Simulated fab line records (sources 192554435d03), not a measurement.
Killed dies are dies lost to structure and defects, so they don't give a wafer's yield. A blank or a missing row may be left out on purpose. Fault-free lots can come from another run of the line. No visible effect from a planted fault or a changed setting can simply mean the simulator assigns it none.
Chamber matching | flow n5Finfet | N5_BEOL_M7_DESCUM_16 on rieDiel-01: 4 sister chambers
The step chemistry O2, time 7.9 s. 14 wafers are shown with their chamber, then 6 later ones without.

## WAFERS WITH THEIR CHAMBER
wafer  | chamber | drypumpMotorCurrentA (A) | throttleValvePct (%) | showerheadPlenumPTorr (Torr)
L252.2 | 1       | 5.2                      | 20.7                 | 2.06
L252.3 | 2       | 6.1                      | 19.8                 | 2.03
L252.4 | 0       | 4.7                      | 20.2                 | 2.11
L253.1 | 0       | 4.8                      | 20.2                 | 2.11
L253.2 | 3       | 6.3                      | 20.3                 | 2.04
L253.4 | 1       | 5.2                      | 20.8                 | 2.06
L255.1 | 2       | 6.1                      | 19.8                 | 2.02
L255.3 | 0       | 4.7                      | 20.2                 | 2.11
L255.6 | 0       | 4.7                      | 20.2                 | 2.11
L256.3 | 1       | 5.2                      | 20.8                 | 2.06
L256.4 | 3       | 6.4                      | 20.3                 | 2.04
L256.5 | 1       | 5.2                      | 20.8                 | 2.06
L258.3 | 2       | 6.1                      | 19.9                 | 2.02
L258.4 | 3       | 6.4                      | 20.3                 | 2.03

SIGNATURES, as means of the wafers listed above
reading               | chamber 0 | chamber 1 | chamber 2 | chamber 3 | scatter within a chamber
drypumpMotorCurrentA  | 4.725     | 5.200     | 6.100     | 6.367     | 0.0376
throttleValvePct      | 20.200    | 20.775    | 19.833    | 20.300    | 0.0376
showerheadPlenumPTorr | 2.1100    | 2.0600    | 2.0233    | 2.0367    | 0.00365
Rule: a wafer lies at a distance from a chamber equal to the root of the sum of squares, over the readings, of (its reading less the chamber's mean, divided by the reading's scatter). If the next closest chamber is less than 2 further off than the closest, the wafer can't be placed; otherwise it belongs to the closest. The scatter: the root of (the sum of the squares of (reading less its chamber's mean) over the shown wafers, divided by (wafers less chambers)).

## WAFERS WITH NO CHAMBER GIVEN
wafer  | drypumpMotorCurrentA (A) | throttleValvePct (%) | showerheadPlenumPTorr (Torr)
L258.5 | 6.1                      | 19.8                 | 2.02
L268.1 | 6.1                      | 19.9                 | 2.02
L268.3 | 4.7                      | 20.2                 | 2.10
L270.1 | 6.4                      | 20.3                 | 2.03
L270.5 | 6.1                      | 19.9                 | 2.01
L270.6 | 5.2                      | 20.8                 | 2.05

## CHAMBER TAKEN BY EACH
wafer  | from the rows above | in truth
L258.5 | 2                   | 2
L268.1 | 2                   | 2
L268.3 | 0                   | 0
L270.1 | 3                   | 3
L270.5 | 2                   | 2
L270.6 | 1                   | 1
Placed correctly: 6 of 6. Number that these rows cannot place: 0. Placed wrongly: 0.
